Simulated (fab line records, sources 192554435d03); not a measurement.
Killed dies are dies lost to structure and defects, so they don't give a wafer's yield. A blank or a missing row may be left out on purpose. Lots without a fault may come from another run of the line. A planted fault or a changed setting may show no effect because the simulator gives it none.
Split-lot experiment | flow n5_finfet | 7 lots, 39 wafers read, on a route of 1938 steps

THE SPLIT
At N5_FIN_SAQP_PECVD_06 (deposits a-Si from SiH4/He, target thk 60 nm, time 48.1 s), the setting time_s was moved away from the recipe's 48.1 s on 15 of the 39 wafers read, by -59.4% to +31.2%. The other wafers ran this setting at the recipe's value.

FROM THE SPLIT TO THE READING: what the file shows between them, 5 steps
- N5_FIN_SAQP_THK_MEAS_07
- N5_FIN_SAQP_HM_DEP_72: deposits SiO2 from SiH4/N2O, target thk 12 nm, time 7.2 s
- N5_FIN_SAQP_COAT_49: time 60 s, resist thk 100 nm
- N5_FIN_SAQP_HM_OPEN_73: chemistry CHF3/O2, target SiO2, stops on a-Si, target depth 12 nm, time 16.8 s
- N5_FIN_SAQP_STRIP_74: strips in CHF3/O2

THE READING
oes_product_au, in a.u., at N5_FIN_SAQP_MANDREL_ETCH_22 (etches a-Si in HBr/Cl2, stops on SiNx, target depth 60 nm, bt time 10 s, time 30 s). Fault-free wafers of this fab line usually give 0.762 a.u., standard deviation 0.011 a.u..

wafer  | tool, chamber at the split | time_s as run, s | against the recipe | oes_product_au, a.u. | against lot-mates on the recipe
L081.1 | pecvd-03, 0                | 19.53            | -59.4%             | 0.492                | -0.274
L081.2 | pecvd-03, 1                | 48.1             | recipe             | 0.747                | -
L081.3 | pecvd-03, 1                | 19.53            | -59.4%             | 0.511                | -0.255
L081.4 | pecvd-03, 0                | 48.1             | recipe             | 0.777                | -
L081.5 | pecvd-03, 1                | 19.53            | -59.4%             | 0.486                | -0.280
L081.6 | pecvd-03, 0                | 48.1             | recipe             | 0.775                | -
L082.1 | pecvd-01, 1                | 48.1             | recipe             | 0.761                | -
L082.2 | pecvd-01, 2                | 48.1             | recipe             | 0.726                | -
L082.3 | pecvd-01, 2                | 48.1             | recipe             | 0.753                | -
L082.4 | pecvd-01, 1                | 48.1             | recipe             | 0.775                | -
L082.5 | pecvd-01, 2                | 48.1             | recipe             | 0.769                | -
L082.6 | pecvd-01, 1                | 48.1             | recipe             | 0.782                | -
L093.1 | pecvd-04, 1                | 27.8             | -42.2%             | 0.563                | -0.189
L093.2 | pecvd-04, 0                | 48.1             | recipe             | 0.758                | -
L093.3 | pecvd-04, 2                | 48.1             | recipe             | 0.744                | -
L093.4 | pecvd-04, 1                | 27.8             | -42.2%             | 0.567                | -0.185
L093.5 | pecvd-04, 0                | 27.8             | -42.2%             | 0.557                | -0.195
L093.6 | pecvd-04, 2                | 48.1             | recipe             | 0.755                | -
L094.1 | pecvd-01, 2                | 48.1             | recipe             | 0.765                | -
L094.2 | pecvd-01, 1                | 37.15            | -22.8%             | 0.644                | -0.116
L094.3 | pecvd-01, 0                | 48.1             | recipe             | 0.748                | -
L094.4 | pecvd-01, 0                | 37.15            | -22.8%             | 0.656                | -0.104
L094.5 | pecvd-01, 1                | 37.15            | -22.8%             | 0.665                | -0.095
L094.6 | pecvd-01, 2                | 48.1             | recipe             | 0.768                | -
L095.1 | pecvd-04, 2                | 34.07            | -29.2%             | 0.602                | -0.150
L095.2 | pecvd-04, 1                | 48.1             | recipe             | 0.753                | -
L095.3 | pecvd-04, 0                | 34.07            | -29.2%             | 0.628                | -0.124
L095.4 | pecvd-04, 1                | 48.1             | recipe             | 0.750                | -
L095.5 | pecvd-04, 2                | 48.1             | recipe             | 0.753                | -
L095.6 | pecvd-04, 0                | 34.07            | -29.2%             | 0.632                | -0.120
L096.1 | pecvd-04, 0                | 48.1             | recipe             | 0.757                | -
L096.3 | pecvd-04, 1                | 48.1             | recipe             | 0.761                | -
L096.5 | pecvd-04, 0                | 48.1             | recipe             | 0.751                | -
L097.1 | pecvd-01, 0                | 48.1             | recipe             | 0.774                | -
L097.2 | pecvd-01, 2                | 48.1             | recipe             | 0.759                | -
L097.3 | pecvd-01, 1                | 63.1             | +31.2%             | 0.890                | +0.121
L097.4 | pecvd-01, 2                | 48.1             | recipe             | 0.773                | -
L097.5 | pecvd-01, 0                | 63.1             | +31.2%             | 0.911                | +0.142
L097.6 | pecvd-01, 1                | 63.1             | +31.2%             | 0.927                | +0.158

THE FIT
A straight line over all 39 wafers: oes_product_au changes by +0.00459 a.u. for each +1% of time_s; r = +0.99; the points scatter about the line by 0.013 a.u..
The same after taking each lot's own level away (the mean of its wafers on the recipe; 39 wafers): +0.00453 a.u. for each +1%; r = +0.99; scatter 0.012 a.u..
On that fit, the largest move of time_s shifts the reading by 0.27 a.u..
The lots' own levels span 0.7520 to 0.7687 a.u., that is 1.5 times the standard deviation above.
So the lot-to-lot level changes the slope little: the two slopes agree.
Check: with one of the wafers moved furthest among these (-59.4%) left out of the fit, the line predicts -0.268 a.u. for it against its lot-mates. It came out at -0.274 a.u. against them.

THE WHOLE CHAIN: every reading that the file lists as answering this split, in the file's order
step                        | what it does                                                                       | reading                                                                           | change (the file's fit)                   | r (the file's)
N5_FIN_SAQP_PECVD_06        | deposits a-Si from SiH4/He, target thk 60 nm, time 48.1 s                          | a-Si_of_FIN_SAQP_PECVD_06.thk_nm (the simulator's own value, which no gauge read) | +0.602 nm for each +1% of the setting     | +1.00
N5_FIN_SAQP_THK_MEAS_07     |                                                                                    | thk_nm                                                                            | withheld for each +1% of the setting      | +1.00
N5_FIN_SAQP_MANDREL_ETCH_22 | etches a-Si in HBr/Cl2, stops on SiNx, target depth 60 nm, bt time 10 s, time 30 s | oes_product_au                                                                    | +0.00453 a.u. for each +1% of the setting | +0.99
N5_FIN_SAQP_MANDREL_ETCH_22 | etches a-Si in HBr/Cl2, stops on SiNx, target depth 60 nm, bt time 10 s, time 30 s | etch.depth_nm (the simulator's own value, which no gauge read)                    | +0.602 nm for each +1% of the setting     | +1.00

THE FILE'S OWN FIT
oes_product_au changes by +0.00453 a.u. for each +1% of time_s, r = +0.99.
